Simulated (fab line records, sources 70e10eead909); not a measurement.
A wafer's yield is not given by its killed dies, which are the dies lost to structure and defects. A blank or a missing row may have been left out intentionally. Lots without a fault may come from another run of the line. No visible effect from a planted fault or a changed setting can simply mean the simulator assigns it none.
Which tool is to blame? / flow nand-harc / 24 lots, 72 wafers sampled, at 4 steps of a route of 1159

WHAT THE GAUGES SHOWED, per wafer
NHARC_A_BONDPAD_CD_MEAS_13. Usual: cd-nm 498.8 nm, standard deviation 2.2.
lot=L075; measured=day 18 05:46; on=cd-sem-01; cd-nm (nm)=497.6 497.4 500.8; flag=
lot=L076; measured=day 18 06:16; on=cd-sem-02; cd-nm (nm)=499.4 500.2 498.9; flag=
lot=L078; measured=day 18 06:49; on=cd-sem-03; cd-nm (nm)=500.8 497.3 498.7; flag=
lot=L074; measured=day 18 08:44; on=cd-sem-02; cd-nm (nm)=498.2 500.6 499.1; flag=
lot=L079; measured=day 19 01:10; on=cd-sem-02; cd-nm (nm)=499.0 502.1 499.7; flag=
lot=L077; measured=day 19 04:33; on=cd-sem-01; cd-nm (nm)=499.2 497.3 497.3; flag=
lot=L080; measured=day 19 15:55; on=cd-sem-01; cd-nm (nm)=499.3 498.7 499.7; flag=
lot=L081; measured=day 19 23:43; on=cd-sem-02; cd-nm (nm)=497.8 500.7 497.3; flag=
lot=L082; measured=day 20 03:55; on=cd-sem-03; cd-nm (nm)=493.8 497.7 492.6; flag=
lot=L084; measured=day 20 05:08; on=cd-sem-03; cd-nm (nm)=500.6 500.9 498.4; flag=
lot=L083; measured=day 20 05:35; on=cd-sem-02; cd-nm (nm)=497.1 497.2 495.9; flag=
lot=L085; measured=day 20 17:41; on=cd-sem-03; cd-nm (nm)=496.8 500.1 497.4; flag=
lot=L086; measured=day 20 20:41; on=cd-sem-01; cd-nm (nm)=500.5 502.2 501.6; flag=
lot=L087; measured=day 20 22:39; on=cd-sem-01; cd-nm (nm)=501.1 498.8 496.5; flag=
lot=L089; measured=day 21 06:23; on=cd-sem-01; cd-nm (nm)=499.3 497.4 496.3; flag=
lot=L088; measured=day 21 08:47; on=cd-sem-01; cd-nm (nm)=500.8 502.1 500.5; flag=
lot=L091; measured=day 21 23:57; on=cd-sem-03; cd-nm (nm)=494.8 496.4 500.0; flag=
lot=L090; measured=day 22 03:02; on=cd-sem-02; cd-nm (nm)=496.5 493.4 500.0; flag=
lot=L092; measured=day 22 03:50; on=cd-sem-01; cd-nm (nm)=499.1 495.3 498.3; flag=
lot=L095; measured=day 22 17:22; on=cd-sem-02; cd-nm (nm)=501.4 500.0 497.5; flag=
lot=L093; measured=day 22 17:55; on=cd-sem-03; cd-nm (nm)=500.9 499.7 498.0; flag=
lot=L094; measured=day 22 23:28; on=cd-sem-03; cd-nm (nm)=502.5 499.7 501.4; flag=
lot=L096; measured=day 23 09:11; on=cd-sem-01; cd-nm (nm)=500.8 496.2 496.5; flag=
lot=L097; measured=day 23 09:38; on=cd-sem-03; cd-nm (nm)=505.0 499.7 501.7; flag=

NHARC_HYBRID_BOND_OVL_MEAS_05. Usual: overlay-x-nm 2 nm, standard deviation 32; overlay-y-nm 2 nm, standard deviation 34.
lot=L075; measured=day 18 20:52; on=overlay-01; overlay-x-nm (nm)=-15 -80 34; overlay-y-nm (nm)=-32 -16 93; flag=
lot=L076; measured=day 18 20:50; on=overlay-02; overlay-x-nm (nm)=-16 -41 -30; overlay-y-nm (nm)=48 48 29; flag=
lot=L078; measured=day 18 20:51; on=overlay-01; overlay-x-nm (nm)=18 8 5; overlay-y-nm (nm)=-20 10 -28; flag=
lot=L074; measured=day 18 20:51; on=overlay-02; overlay-x-nm (nm)=-36 -13 27; overlay-y-nm (nm)=-57 29 -82; flag=
lot=L079; measured=day 19 13:53; on=overlay-02; overlay-x-nm (nm)=-4 20 -12; overlay-y-nm (nm)=7 -4 25; flag=
lot=L077; measured=day 19 13:53; on=overlay-01; overlay-x-nm (nm)=-2 4 41; overlay-y-nm (nm)=-14 -41 -26; flag=
lot=L080; measured=day 20 03:55; on=overlay-02; overlay-x-nm (nm)=22 -1 40; overlay-y-nm (nm)=-7 -16 -38; flag=
lot=L081; measured=day 20 15:22; on=overlay-01; overlay-x-nm (nm)=-40 -70 66; overlay-y-nm (nm)=58 18 -1; flag=
lot=L082; measured=day 20 15:21; on=overlay-02; overlay-x-nm (nm)=61 5 16; overlay-y-nm (nm)=-16 -8 12; flag=
lot=L084; measured=day 20 15:22; on=overlay-01; overlay-x-nm (nm)=-1 -1 43; overlay-y-nm (nm)=8 -6 50; flag=
lot=L083; measured=day 20 15:22; on=overlay-02; overlay-x-nm (nm)=8 24 -16; overlay-y-nm (nm)=-4 -80 -18; flag=
lot=L085; measured=day 21 08:41; on=overlay-02; overlay-x-nm (nm)=-49 -9 3; overlay-y-nm (nm)=70 -14 38; flag=
lot=L086; measured=day 21 08:41; on=overlay-01; overlay-x-nm (nm)=68 8 62; overlay-y-nm (nm)=65 83 62; flag=
lot=L087; measured=day 21 08:42; on=overlay-02; overlay-x-nm (nm)=26 -2 -67; overlay-y-nm (nm)=47 0 -53; flag=
lot=L089; measured=day 21 19:30; on=overlay-02; overlay-x-nm (nm)=-10 -23 -15; overlay-y-nm (nm)=-3 -23 43; flag=
lot=L088; measured=day 21 19:30; on=overlay-01; overlay-x-nm (nm)=-30 -57 25; overlay-y-nm (nm)=26 17 -29; flag=
lot=L091; measured=day 22 12:17; on=overlay-02; overlay-x-nm (nm)=22 -46 34; overlay-y-nm (nm)=-2 -28 1; flag=
lot=L090; measured=day 22 12:18; on=overlay-01; overlay-x-nm (nm)=31 -3 24; overlay-y-nm (nm)=-53 -17 -21; flag=
lot=L092; measured=day 22 16:39; on=overlay-01; overlay-x-nm (nm)=20 10 14; overlay-y-nm (nm)=30 0 79; flag=
lot=L095; measured=day 23 09:37; on=overlay-01; overlay-x-nm (nm)=24 12 44; overlay-y-nm (nm)=10 -18 -36; flag=
lot=L093; measured=day 23 09:38; on=overlay-02; overlay-x-nm (nm)=26 -9 -47; overlay-y-nm (nm)=26 35 -21; flag=
lot=L094; measured=day 23 09:38; on=overlay-01; overlay-x-nm (nm)=-21 -41 -13; overlay-y-nm (nm)=-1 18 -12; flag=
lot=L096; measured=day 23 22:42; on=overlay-01; overlay-x-nm (nm)=51 -27 4; overlay-y-nm (nm)=4 22 25; flag=
lot=L097; measured=day 23 22:41; on=overlay-02; overlay-x-nm (nm)=-31 16 -22; overlay-y-nm (nm)=-10 22 27; flag=

WHAT TOOL EACH LOT RAN ON (gives the tool, then ch and the chambers of the sampled wafers, and finally the start)
lot=L075; NHARC_A_BONDPAD_STRIP_15=rie-diel-06 ch 0,1,3, day 18 05:51; NHARC_HYBRID_BOND_ACTIVATE_00=rie-diel-04 ch 0,1,2, day 18 08:05
lot=L076; NHARC_A_BONDPAD_STRIP_15=rie-diel-11 ch 0,1,2, day 18 06:21; NHARC_HYBRID_BOND_ACTIVATE_00=rie-diel-04 ch 0,2,3, day 18 08:55
lot=L078; NHARC_A_BONDPAD_STRIP_15=rie-diel-13 ch 0,1,2, day 18 06:55; NHARC_HYBRID_BOND_ACTIVATE_00=rie-diel-04 ch 0,1,3, day 18 09:08
lot=L074; NHARC_A_BONDPAD_STRIP_15=rie-diel-13 ch 1,2,3, day 18 08:50; NHARC_HYBRID_BOND_ACTIVATE_00=rie-diel-04 ch 0,3, day 18 11:07
lot=L079; NHARC_A_BONDPAD_STRIP_15=rie-diel-13 ch 0,1,2, day 19 01:17; NHARC_HYBRID_BOND_ACTIVATE_00=rie-diel-04 ch 1,2,3, day 19 03:31
lot=L077; NHARC_A_BONDPAD_STRIP_15=rie-diel-13 ch 0,1, day 19 04:38; NHARC_HYBRID_BOND_ACTIVATE_00=rie-diel-10 ch 0,1,3, day 19 06:54
lot=L080; NHARC_A_BONDPAD_STRIP_15=rie-diel-13 ch 0,1,3, day 19 15:59; NHARC_HYBRID_BOND_ACTIVATE_00=rie-diel-04 ch 1,2,3, day 19 18:16
lot=L081; NHARC_A_BONDPAD_STRIP_15=rie-diel-06 ch 1,2,3, day 19 23:48; NHARC_HYBRID_BOND_ACTIVATE_00=rie-diel-04 ch 0,1, day 20 02:04
lot=L082; NHARC_A_BONDPAD_STRIP_15=rie-diel-06 ch 0,2, day 20 04:00; NHARC_HYBRID_BOND_ACTIVATE_00=rie-diel-04 ch 1,2,3, day 20 06:14
lot=L084; NHARC_A_BONDPAD_STRIP_15=rie-diel-06 ch 1,2,3, day 20 05:17; NHARC_HYBRID_BOND_ACTIVATE_00=rie-diel-10 ch 0,2,3, day 20 07:32
lot=L083; NHARC_A_BONDPAD_STRIP_15=rie-diel-06 ch 1,2, day 20 05:40; NHARC_HYBRID_BOND_ACTIVATE_00=rie-diel-04 ch 0,2, day 20 08:00
lot=L085; NHARC_A_BONDPAD_STRIP_15=rie-diel-06 ch 0,3, day 20 17:46; NHARC_HYBRID_BOND_ACTIVATE_00=rie-diel-09 ch 2,3, day 20 20:08
lot=L086; NHARC_A_BONDPAD_STRIP_15=rie-diel-06 ch 0,2, day 20 20:46; NHARC_HYBRID_BOND_ACTIVATE_00=rie-diel-10 ch 0,1,3, day 20 23:18
lot=L087; NHARC_A_BONDPAD_STRIP_15=rie-diel-13 ch 1,2,3, day 20 22:43; NHARC_HYBRID_BOND_ACTIVATE_00=rie-diel-04 ch 0,1,3, day 21 00:56
lot=L089; NHARC_A_BONDPAD_STRIP_15=rie-diel-06 ch 0,2,3, day 21 06:30; NHARC_HYBRID_BOND_ACTIVATE_00=rie-diel-04 ch 1,2, day 21 08:43
lot=L088; NHARC_A_BONDPAD_STRIP_15=rie-diel-13 ch 0,1,2, day 21 08:53; NHARC_HYBRID_BOND_ACTIVATE_00=rie-diel-04 ch 1,3, day 21 11:08
lot=L091; NHARC_A_BONDPAD_STRIP_15=rie-diel-13 ch 1,2,3, day 22 00:01; NHARC_HYBRID_BOND_ACTIVATE_00=rie-diel-04 ch 0,1,3, day 22 02:34
lot=L090; NHARC_A_BONDPAD_STRIP_15=rie-diel-06 ch 0,1,3, day 22 03:13; NHARC_HYBRID_BOND_ACTIVATE_00=rie-diel-09 ch 1,2, day 22 05:34
lot=L092; NHARC_A_BONDPAD_STRIP_15=rie-diel-13 ch 0,2,3, day 22 03:54; NHARC_HYBRID_BOND_ACTIVATE_00=rie-diel-10 ch 0,2, day 22 06:10
lot=L095; NHARC_A_BONDPAD_STRIP_15=rie-diel-13 ch 0,3, day 22 17:26; NHARC_HYBRID_BOND_ACTIVATE_00=rie-diel-10 ch 0,2, day 22 19:58
lot=L093; NHARC_A_BONDPAD_STRIP_15=rie-diel-13 ch 0,3, day 22 17:59; NHARC_HYBRID_BOND_ACTIVATE_00=rie-diel-04 ch 0,1,2, day 22 20:46
lot=L094; NHARC_A_BONDPAD_STRIP_15=rie-diel-13 ch 0,1,3, day 22 23:34; NHARC_HYBRID_BOND_ACTIVATE_00=rie-diel-04 ch 0,1,3, day 23 01:46
lot=L096; NHARC_A_BONDPAD_STRIP_15=rie-diel-13 ch 1,2,3, day 23 09:19; NHARC_HYBRID_BOND_ACTIVATE_00=rie-diel-04 ch 2,3, day 23 11:30
lot=L097; NHARC_A_BONDPAD_STRIP_15=rie-diel-13 ch 1,2,3, day 23 09:43; NHARC_HYBRID_BOND_ACTIVATE_00=rie-diel-10 ch 1,2,3, day 23 11:59
- NHARC_A_BONDPAD_STRIP_15: strips in O2.
- NHARC_HYBRID_BOND_ACTIVATE_00: chemistry N2, time 60 s.

WHAT THE TOOLS THEMSELVES READ (means of the sampled wafers that have a number; where no wafer has one, the mark that the record gives instead)
NHARC_A_BONDPAD_STRIP_15. Usual: drypump-motor-current-A 5.9 A, standard deviation 0.41; oes-product-au 0.997 a.u., standard deviation 0.011; rf-vpp-V 57.8 V, standard deviation 0.98; showerhead-plenum-p-Torr 3.57 Torr, standard deviation 0.16; throttle-valve-pct 17.037 %, standard deviation 0.009.
lot=L075; tool=rie-diel-06; drypump-motor-current-A (A)=5.8; oes-product-au (a.u.)=0.993; rf-vpp-V (V)=57.6; showerhead-plenum-p-Torr (Torr)=3.43; throttle-valve-pct (%)=17.042; flag=
lot=L076; tool=rie-diel-11; drypump-motor-current-A (A)=6.1; oes-product-au (a.u.)=0.988; rf-vpp-V (V)=58.2; showerhead-plenum-p-Torr (Torr)=3.62; throttle-valve-pct (%)=17.032; flag=
lot=L078; tool=rie-diel-13; drypump-motor-current-A (A)=5.9; oes-product-au (a.u.)=0.992; rf-vpp-V (V)=58.4; showerhead-plenum-p-Torr (Torr)=3.56; throttle-valve-pct (%)=17.032; flag=
lot=L074; tool=rie-diel-13; drypump-motor-current-A (A)=6.1; oes-product-au (a.u.)=0.985; rf-vpp-V (V)=57.6; showerhead-plenum-p-Torr (Torr)=3.57; throttle-valve-pct (%)=17.040; flag=
lot=L079; tool=rie-diel-13; drypump-motor-current-A (A)=5.9; oes-product-au (a.u.)=0.992; rf-vpp-V (V)=58.4; showerhead-plenum-p-Torr (Torr)=3.56; throttle-valve-pct (%)=17.040; flag=
lot=L077; tool=rie-diel-13; drypump-motor-current-A (A)=6.2; oes-product-au (a.u.)=0.999; rf-vpp-V (V)=58.4; showerhead-plenum-p-Torr (Torr)=3.49; throttle-valve-pct (%)=17.034; flag=
lot=L080; tool=rie-diel-13; drypump-motor-current-A (A)=6.1; oes-product-au (a.u.)=1.003; rf-vpp-V (V)=56.7; showerhead-plenum-p-Torr (Torr)=3.44; throttle-valve-pct (%)=17.039; flag=
lot=L081; tool=rie-diel-06; drypump-motor-current-A (A)=5.7; oes-product-au (a.u.)=1.004; rf-vpp-V (V)=57.8; showerhead-plenum-p-Torr (Torr)=3.58; throttle-valve-pct (%)=17.033; flag=
lot=L082; tool=rie-diel-06; drypump-motor-current-A (A)=5.4; oes-product-au (a.u.)=1.011; rf-vpp-V (V)=57.8; showerhead-plenum-p-Torr (Torr)=3.78; throttle-valve-pct (%)=17.042; flag=
lot=L084; tool=rie-diel-06; drypump-motor-current-A (A)=5.7; oes-product-au (a.u.)=0.999; rf-vpp-V (V)=58.1; showerhead-plenum-p-Torr (Torr)=3.58; throttle-valve-pct (%)=17.046; flag=
lot=L083; tool=rie-diel-06; drypump-motor-current-A (A)=5.4; oes-product-au (a.u.)=1.009; rf-vpp-V (V)=58.5; showerhead-plenum-p-Torr (Torr)=3.60; throttle-valve-pct (%)=17.032; flag=
lot=L085; tool=rie-diel-06; drypump-motor-current-A (A)=5.8; oes-product-au (a.u.)=1.007; rf-vpp-V (V)=58.9; showerhead-plenum-p-Torr (Torr)=3.69; throttle-valve-pct (%)=17.032; flag=
lot=L086; tool=rie-diel-06; drypump-motor-current-A (A)=5.4; oes-product-au (a.u.)=1.008; rf-vpp-V (V)=57.6; showerhead-plenum-p-Torr (Torr)=3.75; throttle-valve-pct (%)=17.047; flag=
lot=L087; tool=rie-diel-13; drypump-motor-current-A (A)=6.1; oes-product-au (a.u.)=1.002; rf-vpp-V (V)=57.2; showerhead-plenum-p-Torr (Torr)=3.57; throttle-valve-pct (%)=17.044; flag=
lot=L089; tool=rie-diel-06; drypump-motor-current-A (A)=5.7; oes-product-au (a.u.)=1.001; rf-vpp-V (V)=58.4; showerhead-plenum-p-Torr (Torr)=3.67; throttle-valve-pct (%)=17.031; flag=
lot=L088; tool=rie-diel-13; drypump-motor-current-A (A)=5.9; oes-product-au (a.u.)=0.995; rf-vpp-V (V)=58.2; showerhead-plenum-p-Torr (Torr)=3.56; throttle-valve-pct (%)=17.036; flag=
lot=L091; tool=rie-diel-13; drypump-motor-current-A (A)=6.1; oes-product-au (a.u.)=1.005; rf-vpp-V (V)=58.0; showerhead-plenum-p-Torr (Torr)=3.57; throttle-valve-pct (%)=17.035; flag=
lot=L090; tool=rie-diel-06; drypump-motor-current-A (A)=5.8; oes-product-au (a.u.)=0.993; rf-vpp-V (V)=57.4; showerhead-plenum-p-Torr (Torr)=3.60; throttle-valve-pct (%)=17.040; flag=
lot=L092; tool=rie-diel-13; drypump-motor-current-A (A)=5.8; oes-product-au (a.u.)=0.993; rf-vpp-V (V)=57.2; showerhead-plenum-p-Torr (Torr)=3.51; throttle-valve-pct (%)=17.037; flag=
lot=L095; tool=rie-diel-13; drypump-motor-current-A (A)=5.9; oes-product-au (a.u.)=0.998; rf-vpp-V (V)=57.5; showerhead-plenum-p-Torr (Torr)=3.40; throttle-valve-pct (%)=17.037; flag=
lot=L093; tool=rie-diel-13; drypump-motor-current-A (A)=5.8; oes-product-au (a.u.)=0.987; rf-vpp-V (V)=56.7; showerhead-plenum-p-Torr (Torr)=3.39; throttle-valve-pct (%)=17.035; flag=
lot=L094; tool=rie-diel-13; drypump-motor-current-A (A)=6.1; oes-product-au (a.u.)=0.998; rf-vpp-V (V)=56.7; showerhead-plenum-p-Torr (Torr)=3.44; throttle-valve-pct (%)=17.032; flag=
lot=L096; tool=rie-diel-13; drypump-motor-current-A (A)=6.1; oes-product-au (a.u.)=0.996; rf-vpp-V (V)=58.3; showerhead-plenum-p-Torr (Torr)=3.57; throttle-valve-pct (%)=17.036; flag=
lot=L097; tool=rie-diel-13; drypump-motor-current-A (A)=6.1; oes-product-au (a.u.)=0.988; rf-vpp-V (V)=57.8; showerhead-plenum-p-Torr (Torr)=3.57; throttle-valve-pct (%)=17.027; flag=

NHARC_HYBRID_BOND_ACTIVATE_00. Usual: drypump-motor-current-A 5.7 A, standard deviation 0.39; oes-product-au 1.002 a.u., standard deviation 0.011; rf-vpp-V 64.2 V, standard deviation 0.95; showerhead-plenum-p-Torr 1.76 Torr, standard deviation 0.087.
lot=L075; tool=rie-diel-04; drypump-motor-current-A (A)=5.9; oes-product-au (a.u.)=0.989; rf-vpp-V (V)=64.4; showerhead-plenum-p-Torr (Torr)=1.80; flag=
lot=L076; tool=rie-diel-04; drypump-motor-current-A (A)=5.9; oes-product-au (a.u.)=0.989; rf-vpp-V (V)=63.8; showerhead-plenum-p-Torr (Torr)=1.73; flag=
lot=L078; tool=rie-diel-04; drypump-motor-current-A (A)=5.8; oes-product-au (a.u.)=0.992; rf-vpp-V (V)=64.3; showerhead-plenum-p-Torr (Torr)=1.79; flag=
lot=L074; tool=rie-diel-04; drypump-motor-current-A (A)=5.8; oes-product-au (a.u.)=0.998; rf-vpp-V (V)=64.5; showerhead-plenum-p-Torr (Torr)=1.72; flag=
lot=L079; tool=rie-diel-04; drypump-motor-current-A (A)=5.7; oes-product-au (a.u.)=0.998; rf-vpp-V (V)=64.0; showerhead-plenum-p-Torr (Torr)=1.72; flag=
lot=L077; tool=rie-diel-10; drypump-motor-current-A (A)=5.5; oes-product-au (a.u.)=1.010; rf-vpp-V (V)=64.1; showerhead-plenum-p-Torr (Torr)=1.82; flag=
lot=L080; tool=rie-diel-04; drypump-motor-current-A (A)=5.7; oes-product-au (a.u.)=1.000; rf-vpp-V (V)=64.0; showerhead-plenum-p-Torr (Torr)=1.72; flag=
lot=L081; tool=rie-diel-04; drypump-motor-current-A (A)=5.8; oes-product-au (a.u.)=0.990; rf-vpp-V (V)=64.3; showerhead-plenum-p-Torr (Torr)=1.84; flag=
lot=L082; tool=rie-diel-04; drypump-motor-current-A (A)=5.7; oes-product-au (a.u.)=1.003; rf-vpp-V (V)=64.5; showerhead-plenum-p-Torr (Torr)=1.72; flag=
lot=L084; tool=rie-diel-10; drypump-motor-current-A (A)=5.5; oes-product-au (a.u.)=1.006; rf-vpp-V (V)=63.4; showerhead-plenum-p-Torr (Torr)=1.79; flag=
lot=L083; tool=rie-diel-04; drypump-motor-current-A (A)=6.2; oes-product-au (a.u.)=0.998; rf-vpp-V (V)=64.2; showerhead-plenum-p-Torr (Torr)=1.79; flag=
lot=L085; tool=rie-diel-09; drypump-motor-current-A (A)=5.6; oes-product-au (a.u.)=1.003; rf-vpp-V (V)=64.6; showerhead-plenum-p-Torr (Torr)=1.68; flag=
lot=L086; tool=rie-diel-10; drypump-motor-current-A (A)=5.5; oes-product-au (a.u.)=1.004; rf-vpp-V (V)=63.8; showerhead-plenum-p-Torr (Torr)=1.82; flag=
lot=L087; tool=rie-diel-04; drypump-motor-current-A (A)=5.7; oes-product-au (a.u.)=1.003; rf-vpp-V (V)=64.9; showerhead-plenum-p-Torr (Torr)=1.78; flag=
lot=L089; tool=rie-diel-04; drypump-motor-current-A (A)=5.8; oes-product-au (a.u.)=1.007; rf-vpp-V (V)=64.1; showerhead-plenum-p-Torr (Torr)=1.73; flag=
lot=L088; tool=rie-diel-04; drypump-motor-current-A (A)=5.5; oes-product-au (a.u.)=0.997; rf-vpp-V (V)=64.3; showerhead-plenum-p-Torr (Torr)=1.71; flag=
lot=L091; tool=rie-diel-04; drypump-motor-current-A (A)=5.7; oes-product-au (a.u.)=0.997; rf-vpp-V (V)=63.5; showerhead-plenum-p-Torr (Torr)=1.78; flag=
lot=L090; tool=rie-diel-09; drypump-motor-current-A (A)=5.0; oes-product-au (a.u.)=0.997; rf-vpp-V (V)=64.3; showerhead-plenum-p-Torr (Torr)=1.79; flag=
lot=L092; tool=rie-diel-10; drypump-motor-current-A (A)=5.3; oes-product-au (a.u.)=1.009; rf-vpp-V (V)=64.0; showerhead-plenum-p-Torr (Torr)=1.72; flag=
lot=L095; tool=rie-diel-10; drypump-motor-current-A (A)=5.3; oes-product-au (a.u.)=1.014; rf-vpp-V (V)=64.4; showerhead-plenum-p-Torr (Torr)=1.73; flag=
lot=L093; tool=rie-diel-04; drypump-motor-current-A (A)=5.9; oes-product-au (a.u.)=1.008; rf-vpp-V (V)=64.4; showerhead-plenum-p-Torr (Torr)=1.79; flag=
lot=L094; tool=rie-diel-04; drypump-motor-current-A (A)=5.7; oes-product-au (a.u.)=1.000; rf-vpp-V (V)=64.7; showerhead-plenum-p-Torr (Torr)=1.78; flag=
lot=L096; tool=rie-diel-04; drypump-motor-current-A (A)=5.8; oes-product-au (a.u.)=1.009; rf-vpp-V (V)=63.6; showerhead-plenum-p-Torr (Torr)=1.67; flag=
lot=L097; tool=rie-diel-10; drypump-motor-current-A (A)=5.5; oes-product-au (a.u.)=0.999; rf-vpp-V (V)=64.0; showerhead-plenum-p-Torr (Torr)=1.80; flag=

THE ANSWER, worked out from the rows above alone
Rule: take the mean of a lot's wafers that have a number; if it is more than 3 standard deviations from the usual mean, the lot is off. A lot without any number at a reading at which 4 lots or more have one is off too. Any other lot the step has rows for is counted as sound. Order of review: gauges by route order, followed by the tools' own readings, for which a lot's mean as printed above is used. The first step at which some lot is off is used, and at that step the reading that is off furthest; a lot without a number counts as furthest.
No lot is off at any reading shown: from this, nothing can be told.

WHAT HAD BEEN PUT IN BY THE SIMULATOR
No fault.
